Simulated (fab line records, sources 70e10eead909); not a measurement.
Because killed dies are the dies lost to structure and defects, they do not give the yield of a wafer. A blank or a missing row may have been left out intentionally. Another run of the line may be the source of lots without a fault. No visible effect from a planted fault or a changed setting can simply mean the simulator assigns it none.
Chamber matching + flow nand-harc + NHARC_A_CHANNEL_FILL_D2_ETCHBACK_08 on rie-diel-03 has 4 sister chambers
The step etches the open film in C4F8, target depth 220 nm, time 110 s. 14 wafers are shown with their chamber, then 7 later ones without.

== WAFERS PAIRED WITH THEIR CHAMBERS ==
| wafer  | chamber | rf-vpp-V (V) | run-length-s (s) | oes-product-au (a.u.) |
|--------|---------|--------------|------------------|-----------------------|
| L129.1 | 0       | 442.5        | 131.4            | 0.97                  |
| L129.2 | 2       | 445.7        | 131.5            | 0.96                  |
| L129.5 | 2       | 445.2        | 131.5            | 0.97                  |
| L130.1 | 2       | 445.3        | 131.3            | 0.98                  |
| L130.4 | 1       | 438.8        | 131.4            | 0.96                  |
| L130.6 | 2       | 445.0        | 131.3            | 0.96                  |
| L131.1 | 2       | 445.1        | 131.5            | 0.99                  |
| L131.3 | 1       | 438.3        | 131.5            | 1.01                  |
| L131.6 | 3       | 438.4        | 131.4            | 1.00                  |
| L134.1 | 1       | 438.3        | 131.4            | 0.92                  |
| L134.3 | 2       | 443.7        | 131.2            | 0.92                  |
| L134.5 | 3       | 438.2        | 131.6            | 0.92                  |
| L136.1 | 2       | 444.1        | 131.1            | 0.98                  |
| L136.2 | 3       | 439.2        | 131.9            | 0.98                  |

SIGNATURES, as means of the wafers listed above
| reading        | chamber 0 | chamber 1 | chamber 2 | chamber 3 | scatter within a chamber |
|----------------|-----------|-----------|-----------|-----------|--------------------------|
| rf-vpp-V       | 442.500   | 438.467   | 444.871   | 438.600   | 0.612                    |
| run-length-s   | 131.400   | 131.433   | 131.343   | 131.633   | 0.17                     |
| oes-product-au | 0.9700    | 0.9633    | 0.9657    | 0.9667    | 0.0327                   |
Rule: for each reading, subtract the chamber's mean from the wafer's reading, divide by that reading's scatter and square the result; add these up over the readings and take the root, which gives the wafer's distance from the chamber. If the next closest chamber is less than 2 further off than the closest, the wafer can't be placed; otherwise it belongs to the closest. The scatter is the square root of a quotient: the sum, over the shown wafers, of each reading's squared deviation from its chamber's mean, divided by wafers minus chambers.

== WAFERS WITH NO CHAMBER GIVEN ==
| wafer  | rf-vpp-V (V) | run-length-s (s) | oes-product-au (a.u.) |
|--------|--------------|------------------|-----------------------|
| L136.4 | 442.0        | 131.3            | 1.00                  |
| L149.1 | 439.7        | 131.3            | 1.00                  |
| L149.2 | 442.2        | 131.2            | 0.99                  |
| L149.3 | 443.1        | 131.9            | 1.00                  |
| L150.1 | 440.4        | 131.4            | 0.99                  |
| L150.2 | 441.4        | 132.1            | 1.00                  |
| L150.3 | 445.0        | 131.2            | 0.98                  |

== CHAMBER TAKEN BY EACH ==
| wafer  | from the rows above          | in truth                   |
|--------|------------------------------|----------------------------|
| L136.4 | 0                            | 0                          |
| L149.1 | can't be placed: 1 or 3      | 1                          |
| L149.2 | 0                            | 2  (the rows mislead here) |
| L149.3 | can't be placed: 0 or 2      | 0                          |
| L150.1 | can't be placed: 1 or 3 or 0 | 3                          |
| L150.2 | can't be placed: 0 or 3 or 1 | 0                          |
| L150.3 | 2                            | 2                          |
Correctly placed: 2 of 7. Can't be placed from these rows: 4 (the true chamber is among the candidates in 4). 1 placed wrongly.
